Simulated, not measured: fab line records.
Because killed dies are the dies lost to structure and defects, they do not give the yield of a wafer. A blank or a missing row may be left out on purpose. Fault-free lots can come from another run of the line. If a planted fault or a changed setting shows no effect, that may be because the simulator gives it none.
Split-lot experiment :: flow n5Finfet :: route with 1938 steps; 7 lots, 21 wafers read

ON THE SPLIT
At N5_GATE_CUT_DESCUM_18 (chemistry O2, time 7 s), the setting timeS was moved away from the recipe's 7 s on 4 of the 21 wafers read, by +16.2% to +22.3%. All remaining wafers had this setting at the recipe value.

FROM SPLIT TO READING: 1 step shown by the file between the two
- N5_GATE_CUT_ETCH_28: etches underlayer in N2/H2, target depth 13 nm, time 10.4 s

THE READING
CAR-EUV_of_GATE_CUT_COAT_07.thkNm (the simulator's own value, which no gauge read), in nm, at N5_GATE_CUT_ETCH_36 (etches SiARC in CF4, target depth 13 nm, time 21.7 s). There is no usual value for it anywhere in the file. Here, 17 wafers ran the recipe; their average is 7.0 nm with a standard deviation of 0.1 nm.

wafer: L077.3
tool, chamber at the split: rieDiel-06, 2,3,2
timeS as run, s: 7
against the recipe: recipe
CAR-EUV_of_GATE_CUT_COAT_07.thkNm, nm: 7
against lot-mates on the recipe: -

wafer: L077.4
tool, chamber at the split: rieDiel-06, 2,3,2
timeS as run, s: 7
against the recipe: recipe
CAR-EUV_of_GATE_CUT_COAT_07.thkNm, nm: 7
against lot-mates on the recipe: -

wafer: L077.6
tool, chamber at the split: rieDiel-06, 2,3,2
timeS as run, s: 7
against the recipe: recipe
CAR-EUV_of_GATE_CUT_COAT_07.thkNm, nm: 7
against lot-mates on the recipe: -

wafer: L074.1
tool, chamber at the split: rieDiel-06, 1
timeS as run, s: 8.564
against the recipe: +22.3%
CAR-EUV_of_GATE_CUT_COAT_07.thkNm, nm: 6.2
against lot-mates on the recipe: -0.6

wafer: L074.3
tool, chamber at the split: rieDiel-06, 0
timeS as run, s: 7
against the recipe: recipe
CAR-EUV_of_GATE_CUT_COAT_07.thkNm, nm: 6.8
against lot-mates on the recipe: -

wafer: L074.5
tool, chamber at the split: rieDiel-06, 0
timeS as run, s: 7
against the recipe: recipe
CAR-EUV_of_GATE_CUT_COAT_07.thkNm, nm: 6.8
against lot-mates on the recipe: -

wafer: L081.4
tool, chamber at the split: rieDiel-06, 0
timeS as run, s: 7
against the recipe: recipe
CAR-EUV_of_GATE_CUT_COAT_07.thkNm, nm: 6.8
against lot-mates on the recipe: -

wafer: L081.6
tool, chamber at the split: rieDiel-06, 0
timeS as run, s: 7
against the recipe: recipe
CAR-EUV_of_GATE_CUT_COAT_07.thkNm, nm: 6.8
against lot-mates on the recipe: -

wafer: L081.5
tool, chamber at the split: rieDiel-06, 1
timeS as run, s: 7
against the recipe: recipe
CAR-EUV_of_GATE_CUT_COAT_07.thkNm, nm: 7
against lot-mates on the recipe: -

wafer: L083.2
tool, chamber at the split: rieDiel-06, 2,0
timeS as run, s: 7
against the recipe: recipe
CAR-EUV_of_GATE_CUT_COAT_07.thkNm, nm: 7
against lot-mates on the recipe: -

wafer: L083.3
tool, chamber at the split: rieDiel-06, 2,0
timeS as run, s: 7
against the recipe: recipe
CAR-EUV_of_GATE_CUT_COAT_07.thkNm, nm: 7
against lot-mates on the recipe: -

wafer: L083.6
tool, chamber at the split: rieDiel-06, 2
timeS as run, s: 8.133
against the recipe: +16.2%
CAR-EUV_of_GATE_CUT_COAT_07.thkNm, nm: 6.4
against lot-mates on the recipe: -0.6

wafer: L087.1
tool, chamber at the split: rieDiel-04, 3,1,1
timeS as run, s: 7
against the recipe: recipe
CAR-EUV_of_GATE_CUT_COAT_07.thkNm, nm: 7
against lot-mates on the recipe: -

wafer: L087.3
tool, chamber at the split: rieDiel-04, 3,1,1
timeS as run, s: 7
against the recipe: recipe
CAR-EUV_of_GATE_CUT_COAT_07.thkNm, nm: 7
against lot-mates on the recipe: -

wafer: L087.4
tool, chamber at the split: rieDiel-04, 3,1,1
timeS as run, s: 7
against the recipe: recipe
CAR-EUV_of_GATE_CUT_COAT_07.thkNm, nm: 7
against lot-mates on the recipe: -

wafer: L093.2
tool, chamber at the split: rieDiel-02, 3,2
timeS as run, s: 7
against the recipe: recipe
CAR-EUV_of_GATE_CUT_COAT_07.thkNm, nm: 7
against lot-mates on the recipe: -

wafer: L093.6
tool, chamber at the split: rieDiel-02, 3,2
timeS as run, s: 7
against the recipe: recipe
CAR-EUV_of_GATE_CUT_COAT_07.thkNm, nm: 7
against lot-mates on the recipe: -

wafer: L093.4
tool, chamber at the split: rieDiel-02, 2
timeS as run, s: 7
against the recipe: recipe
CAR-EUV_of_GATE_CUT_COAT_07.thkNm, nm: 7.2
against lot-mates on the recipe: -

wafer: L096.3
tool, chamber at the split: rieDiel-04, 3
timeS as run, s: 7
against the recipe: recipe
CAR-EUV_of_GATE_CUT_COAT_07.thkNm, nm: 7
against lot-mates on the recipe: -

wafer: L096.4
tool, chamber at the split: rieDiel-04, 0,1
timeS as run, s: 8.139
against the recipe: +16.3%
CAR-EUV_of_GATE_CUT_COAT_07.thkNm, nm: 6.6
against lot-mates on the recipe: -0.4

wafer: L096.6
tool, chamber at the split: rieDiel-04, 0,1
timeS as run, s: 8.139
against the recipe: +16.3%
CAR-EUV_of_GATE_CUT_COAT_07.thkNm, nm: 6.4
against lot-mates on the recipe: -0.6
When a row names more than one chamber, that row covers several wafers, and the file does not tell which wafer ran in which chamber.

FIT RESULTS
A straight line over all 21 wafers: CAR-EUV_of_GATE_CUT_COAT_07.thkNm changes by -0.0321 nm for each +1% of timeS; r = -0.92; the points scatter about the line by 0.11 nm.
The same after taking each lot's own level away (the mean of its wafers on the recipe; 21 wafers): -0.0304 nm for each +1%; r = -0.96; scatter 0.069 nm.
According to that fit, moving timeS by its largest amount changes the reading by 0.68 nm.
The lots' own levels span 6.80 to 7.07 nm, that is 2.6 times the standard deviation above.
Hence the lot-to-lot level has little effect on the slope; both slopes agree.
Check: for one of the wafers moved furthest among these (+22.3%), held out of the fit, the line's prediction against its lot-mates is -0.733 nm. Against them it came out at -0.6 nm.

ADDITIONAL SPLITS CARRIED BY THESE WAFERS
Before the reading, these wafers also passed through other splits. Each is held against what the fit with the lots' levels taken away leaves over:
other split on the same wafers: N5_SD_EPI_N_EPI_21 epiGrowthTimeS
wafers away from the commonest value: 9
r with CAR-EUV_of_GATE_CUT_COAT_07.thkNm (lot level and that fit taken away): +0.06

other split on the same wafers: N5_SDB_EXPOSE_08 doseMj
wafers away from the commonest value: 8
r with CAR-EUV_of_GATE_CUT_COAT_07.thkNm (lot level and that fit taken away): -0.04

other split on the same wafers: N5_HKMG_FIN_PEB_10 pebTimeS
wafers away from the commonest value: 8
r with CAR-EUV_of_GATE_CUT_COAT_07.thkNm (lot level and that fit taken away): -0.36

THE WHOLE CHAIN: every reading that the file lists as answering this split, in the file's order
step: N5_GATE_CUT_DESCUM_18
what it does: chemistry O2, time 7 s
reading: CAR-EUV_of_GATE_CUT_COAT_07.thkNm (the simulator's own value, which no gauge read)
change (the file's fit): -0.032 nm for each +1% of the setting
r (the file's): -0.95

step: N5_GATE_CUT_ETCH_28
what it does: etches underlayer in N2/H2, target depth 13 nm, time 10.4 s
reading: CAR-EUV_of_GATE_CUT_COAT_07.thkNm (the simulator's own value, which no gauge read)
change (the file's fit): -0.038 nm for each +1% of the setting
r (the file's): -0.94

step: N5_GATE_CUT_ETCH_36
what it does: etches SiARC in CF4, target depth 13 nm, time 21.7 s
reading: CAR-EUV_of_GATE_CUT_COAT_07.thkNm (the simulator's own value, which no gauge read)
change (the file's fit): -0.0305 nm for each +1% of the setting
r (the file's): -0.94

FILE'S OWN FIT
CAR-EUV_of_GATE_CUT_COAT_07.thkNm changes by -0.0305 nm for each +1% of timeS, r = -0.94.
